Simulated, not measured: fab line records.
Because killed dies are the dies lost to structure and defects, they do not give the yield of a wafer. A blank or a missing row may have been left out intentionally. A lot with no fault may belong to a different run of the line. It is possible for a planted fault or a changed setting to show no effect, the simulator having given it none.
A lot that was struck, set against a sound lot ; flow nand harc ; 14 out of 1302 route steps
Sound: wafers L465.1, L465.5, L465.6. Struck: wafers L468.1, L468.5, L468.6. At the end, the cause is stated.
Per side, at each step with rows, come the tool, then ch with its chambers, and then its first start. Under that, the readings that differ: sound wafers ; struck wafers ; difference of the means ; sigmas: that difference in standard deviations of wafers without a fault.
alike: a reading whose means differ by less than 2 such deviations, as well as words and numbers matching on both sides. not compared: withheld readings; readings where some wafer has no value; bounds like >300 that might hide an equal value; numbers whose values overlap and for which the record gives no deviation.
Wherever a step has rows on one side only, a row that says differs or no value, or a row with sigmas, the two part there. Numbers that don't overlap but have no deviation are shown without sigmas and don't part them. A reading that every wafer of one side lacks parts them only if that side has two wafers or more.

first, 2 steps without rows for these wafers: NHARC_A_CHANNEL_FILL_D1_ANNEAL_17 (time 1800 s); NHARC_A_CHANNEL_FILL_D1_CVD_18 (deposits poly-Si, target thk 3 nm).
NHARC_A_CHANNEL_FILL_D1_ETCHBACK_19: etches the open film in HBr/Cl2, target depth 5 nm, time 1.7 s.
  sound on rie si-05 ch 0,2,3, day 9 22:41; struck on rie si-02 ch 2,3, day 11 09:18
reading;sound;struck;difference;sigmas
drypump motor current A (A);5.8 5.5 5.1;6.2 6.3 6.2;+0.8;+2
  alike: oes product au, throttle valve pct
  not compared: rf hours counter h
NHARC_A_CHANNEL_FILL_D1_ETCHBACK_20: etches the open film in C4F8/O2/Ar, target depth 27 nm, time 13.5 s.
  sound on rie diel-07 ch 1,3, day 9 22:48; struck on rie diel-07 ch 0,3, day 11 09:26
reading;sound;struck;difference;sigmas
oes product au (a.u.);1.01 0.98 1.01;0.91 0.91 0.90;-0.09;-3
  alike: rf vpp V
  not compared: rf hours counter h
NHARC_A_CHANNEL_FILL_D1_STRIP_28: strips in O2, time 20 s.
  sound on rie diel-07 ch 0,1, day 9 22:53; struck on rie diel-07 ch 0,3, day 11 09:31
  alike: chamber pressure mTorr, drypump motor current A, oes product au, rf vpp V, showerhead plenum p Torr, throttle valve pct
  not compared: rf hours counter h
then, 4 steps without rows for these wafers: NHARC_A_CHANNEL_FILL_D1_PRECLEAN_21 (cleans in dHF, time 30 s); NHARC_A_CHANNEL_FILL_D1_SRD_23; NHARC_A_CHANNEL_FILL_D1_CVD_05 (deposits poly-Si, target thk 5 nm); NHARC_A_CHANNEL_FILL_D1_ANNEAL_22 (time 7200 s).
NHARC_A_CHANNEL_FILL_D1_ALD_25: deposits SiOx, target thk 60 nm, pulse time 10 s, ald cycles 600.
  sound on ald hk-04 ch 0,3, day 10 11:34; struck on ald hk-03 ch 0,1, day 11 21:52
  alike: heater power w, precursor pulse height rel
NHARC_A_CHANNEL_FILL_D1_ETCHBACK_08: etches the open film in C4F8, target depth 220 nm, time 110 s.
  sound on rie diel-07 ch 2,3; struck on rie diel-03 ch 0,2
  alike: oes product au, rf vpp V
  not compared: rf hours counter h
NHARC_A_CHANNEL_FILL_D1_STRIP_29: strips in O2, time 20 s.
  sound on rie diel-07 ch 0,1,3, day 10 16:40; struck on rie diel-03 ch 0,1,2, day 12 03:40
  no value came back on the struck wafers for any of 7 readings (bias w (W), chamber pressure mTorr (mTorr) and others); on the sound wafers bias w (W) reads 0 0 0
  not compared: rf hours counter h
then, 2 steps without rows for these wafers: NHARC_A_CHANNEL_FILL_D1_PRECLEAN_30 (cleans in dHF, time 30 s); NHARC_END_SORT_01.

## WHERE THEY PART
First at NHARC_A_CHANNEL_FILL_D1_ETCHBACK_19; last, within this record, at NHARC_A_CHANNEL_FILL_D1_STRIP_29.

WHY: what the simulator had put in
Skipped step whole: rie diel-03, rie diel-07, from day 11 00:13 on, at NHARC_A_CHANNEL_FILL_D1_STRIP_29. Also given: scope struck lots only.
